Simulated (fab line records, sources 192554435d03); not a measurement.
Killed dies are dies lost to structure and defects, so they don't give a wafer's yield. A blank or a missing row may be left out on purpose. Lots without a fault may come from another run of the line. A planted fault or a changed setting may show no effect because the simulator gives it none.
Problem report in the 8D (eight disciplines) form, filled by code | flow n5_finfet | the parts of the form that need people (team, actions taken, sign-off) are left out

1. THE PROBLEM
raw_defect_count at N5_MOL_CONTACT_COAG_INSPECT_42 reads a mean of 553 on 1 wafer of 1 lot; wafers without a fault read 218 with a standard deviation of 63. That is +5.3 standard deviations from the usual mean.
The step: inspects for defects (brightfield).
First seen on wafer L452.1, day 6 09:50, on defect_inspect-02. The record holds 24 wafers of 8 lots with a number at this step. Rule for "out", or "out of limits": more than 4 standard deviations from the usual mean. The other wafers with a number count as sound.

2. WHAT IT IS AND WHAT IT IS NOT
question                    | is                | is not
which readings at this step | raw_defect_count  | -
which lots                  | L452              | L449, L450, L466, L467, L468, L469, L470
which wafers of those lots  | L452.1            | L452.2, L452.6
read on which gauges        | defect_inspect-02 | defect_inspect-01
when                        | from day 6 09:50  | up to then (8 sound wafers); but 15 sound wafers of L466, L467, L468, L469, L470 came after

3. SUSPECTS, AND WHAT RULES EACH OUT
Counting: a tool at a process step up to the reading stays a suspect if it ran every lot that is out. Sound lots after the first of them don't rule it out here, since some wafers of a struck lot are sound.
- the gauge at N5_MOL_CONTACT_COAG_INSPECT_42: ruled out. All the wafers that are out were read on defect_inspect-02, but those of them that N5_PASSIVATION_PROBE_49 has rows for are out there too, on other tools.
- rie_diel-02 at N5_MOL_CONTACT_COAG_ETCH_89 (etches underlayer in N2/H2, target depth 13 nm, time 10.4 s): kept. It ran the lot that is out, L452 (day 6 08:32); its last sound lot up to then is L450 (day 5 18:54).
- rie_diel-02 at N5_MOL_CONTACT_COAG_ETCH_91 (etches SOC in N2/H2, target depth 60 nm, overetch 21 nm, time 101.2 s): kept. It ran the lot that is out, L452 (day 6 08:50).
- rie_diel-02 at N5_MOL_CONTACT_COAG_VIA_ETCH_46 (etches SiO2 in C4F6/O2, target depth 46 nm, overetch 9.2 nm, time 40 s): kept. It ran the lot that is out, L452 (day 6 08:58).
- Within rie_diel-02 at N5_MOL_CONTACT_COAG_ETCH_89: the wafers that are out ran in chamber 1; their sound lot-mates ran in chamber 3.
- Within rie_diel-02 at N5_MOL_CONTACT_COAG_ETCH_91: the wafers that are out ran in chamber 1; their sound lot-mates ran in chambers 0, 3.
- Within rie_diel-02 at N5_MOL_CONTACT_COAG_VIA_ETCH_46: the wafers that are out ran in chamber 1; their sound lot-mates ran in chambers 0, 3.
Left after counting: rie_diel-02 at N5_MOL_CONTACT_COAG_ETCH_89, rie_diel-02 at N5_MOL_CONTACT_COAG_ETCH_91, rie_diel-02 at N5_MOL_CONTACT_COAG_VIA_ETCH_46.

4. THE CAUSE (what the simulator had put in)
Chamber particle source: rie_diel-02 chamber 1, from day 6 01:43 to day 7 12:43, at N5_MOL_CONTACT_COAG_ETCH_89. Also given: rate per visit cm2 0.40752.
Counting left 3 suspects, and this tool is among them.

5. THE CHAIN OF EFFECTS, in route order
Each row: a reading whose mean over the struck wafers that have a number lies more than 3 standard deviations from the usual. Only readings for which the record gives a usual standard deviation are gone through. hours: the time from each lot's start at the first step in this table that gives one to its start at this step, as a median over the lots. sigmas: the change in usual standard deviations.
hours | step                           | reading              | usual  | on struck wafers | change | sigmas
0     | N5_MOL_CONTACT_COAG_INSPECT_42 | raw_defect_count     | 218    | 553              | +335   | +5.3
178   | N5_PASSIVATION_PROBE_49        | defect_limited_yield | 91.1 % | 84.0             | -7.1   | -5.1
178   | N5_PASSIVATION_PROBE_49        | killed_at_contacts   | 12     | 91               | +79    | +13
178   | N5_PASSIVATION_PROBE_49        | killed_dies          | 104    | 189              | +85    | +5.0
178   | N5_PASSIVATION_PROBE_49        | killed_on_rim        | 14     | 29               | +15    | +3.8
178   | N5_PASSIVATION_PROBE_49        | sort_bin_5_function  | 5.2 %  | 10.1             | +4.9   | +5.0
178   | N5_PASSIVATION_PROBE_49        | sort_n_pass          | 1075   | 991              | -84    | -4.9
178   | N5_PASSIVATION_PROBE_49        | sort_yield_pct       | 91.1 % | 84.0             | -7.1   | -5.1
The process steps in it:
- N5_PASSIVATION_PROBE_49
Later measuring or inspecting steps at which every struck wafer that the step has a row for has a number for every such reading, and none has moved that far: N5_BEOL_M4_RC_MEAS_101.

6. WHAT WOULD HAVE CAUGHT IT SOONER
In this record the first reading out of limits at a measuring or inspecting step was taken at day 6 09:50, 8 hours after the fault began at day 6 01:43.
Of the tool readings at N5_MOL_CONTACT_COAG_ETCH_89 for which the record gives a usual standard deviation, none was out on any struck wafer, so an alarm limit of 4 standard deviations on them would not have fired.
All the lots that are out (1) had begun N5_MOL_CONTACT_COAG_ETCH_89 on rie_diel-02 by day 6 09:50. A hold on the tool at that time would have spared none of them.
